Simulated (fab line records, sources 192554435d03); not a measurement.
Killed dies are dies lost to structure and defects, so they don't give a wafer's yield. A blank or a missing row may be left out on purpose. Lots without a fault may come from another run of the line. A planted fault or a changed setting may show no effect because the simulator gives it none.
Problem report in the 8D (eight disciplines) form, filled by code | flow n5_finfet | the parts of the form that need people (team, actions taken, sign-off) are left out

1. THE PROBLEM
raw_defect_count at N5_PMOS_HMC_CHANNEL_EPI_INSPECT_30 reads a mean of 360 on 1 wafer of 1 lot; wafers without a fault read 19 with a standard deviation of 8.1. That is +42 standard deviations from the usual mean.
The step: inspects for defects (darkfield).
First seen on wafer L343.6, day 2 14:25, on defect_inspect-01. The record holds 27 wafers of 9 lots with a number at this step. Rule for "out", or "out of limits": more than 4 standard deviations from the usual mean. The other wafers with a number count as sound.

2. WHAT IT IS AND WHAT IT IS NOT
question                    | is                | is not
which readings at this step | raw_defect_count  | -
which lots                  | L343              | L340, L341, L356, L358, L359, L360, L362, L363
which wafers of those lots  | L343.6            | L343.1, L343.5
read on which gauges        | defect_inspect-01 | defect_inspect-02
when                        | from day 2 14:25  | up to then (8 sound wafers); but 18 sound wafers of L356, L358, L359, L360, L362, L363 came after

3. SUSPECTS, AND WHAT RULES EACH OUT
Counting: a tool at a process step up to the reading stays a suspect if it ran every lot that is out. Sound lots after the first of them don't rule it out here, since some wafers of a struck lot are sound.
- the gauge at N5_PMOS_HMC_CHANNEL_EPI_INSPECT_30: ruled out. All the wafers that are out were read on defect_inspect-01, but those of them that N5_FIN_SAQP_INSPECT_40 has rows for are out there too, on other tools.
- cmp-04 at N5_PMOS_HMC_CHANNEL_EPI_CMP_21 (polishes SiGe30, target thk 54 nm): kept. It ran the lot that is out, L343 (day 2 13:38).
- wet_bench-04 at N5_PMOS_HMC_CHANNEL_EPI_PRECLEAN_37 (cleans in O3/DIW, time 45 s): kept. It ran the lot that is out, L343 (day 2 13:59); its last sound lot up to then is L340 (day 1 19:49).
Left after counting: cmp-04 at N5_PMOS_HMC_CHANNEL_EPI_CMP_21, wet_bench-04 at N5_PMOS_HMC_CHANNEL_EPI_PRECLEAN_37.

4. THE CAUSE (what the simulator had put in)
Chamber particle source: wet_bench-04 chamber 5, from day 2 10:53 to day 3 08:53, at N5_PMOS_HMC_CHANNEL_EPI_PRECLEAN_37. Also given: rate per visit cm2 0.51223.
Counting left 2 suspects, and this tool is among them.

5. THE CHAIN OF EFFECTS, in route order
Each row: a reading whose mean over the struck wafers that have a number lies more than 3 standard deviations from the usual. Only readings for which the record gives a usual standard deviation are gone through. hours: the time from each lot's start at the first step in this table that gives one to its start at this step, as a median over the lots. sigmas: the change in usual standard deviations.
hours | step                               | reading              | usual  | on struck wafers | change | sigmas
0     | N5_PMOS_HMC_CHANNEL_EPI_INSPECT_30 | raw_defect_count     | 19     | 360              | +341   | +42
14    | N5_FIN_SAQP_INSPECT_40             | raw_defect_count     | 236    | 594              | +358   | +5.2
14    | N5_FIN_CUT_INSPECT_10              | raw_defect_count     | 42     | 393              | +351   | +35
273   | N5_PASSIVATION_PROBE_49            | defect_limited_yield | 91.1 % | 82.8             | -8.3   | -5.9
273   | N5_PASSIVATION_PROBE_49            | killed_at_front_end  | 39     | 144              | +105   | +9.5
273   | N5_PASSIVATION_PROBE_49            | killed_dies          | 105    | 203              | +98    | +6.1
273   | N5_PASSIVATION_PROBE_49            | sort_bin_5_function  | 5.2 %  | 10.7             | +5.5   | +6.2
273   | N5_PASSIVATION_PROBE_49            | sort_n_pass          | 1075   | 977              | -98    | -6.1
273   | N5_PASSIVATION_PROBE_49            | sort_yield_pct       | 91.1 % | 82.8             | -8.3   | -5.9
The process steps in it:
- N5_PASSIVATION_PROBE_49
Later measuring or inspecting steps at which every struck wafer that the step has a row for has a number for every such reading, and none has moved that far: N5_BEOL_M4_RC_MEAS_101.

6. WHAT WOULD HAVE CAUGHT IT SOONER
In this record the first reading out of limits at a measuring or inspecting step was taken at day 2 14:25, 4 hours after the fault began at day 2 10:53.
All the lots that are out (1) had begun N5_PMOS_HMC_CHANNEL_EPI_PRECLEAN_37 on wet_bench-04 by day 2 14:25. A hold on the tool at that time would have spared none of them.
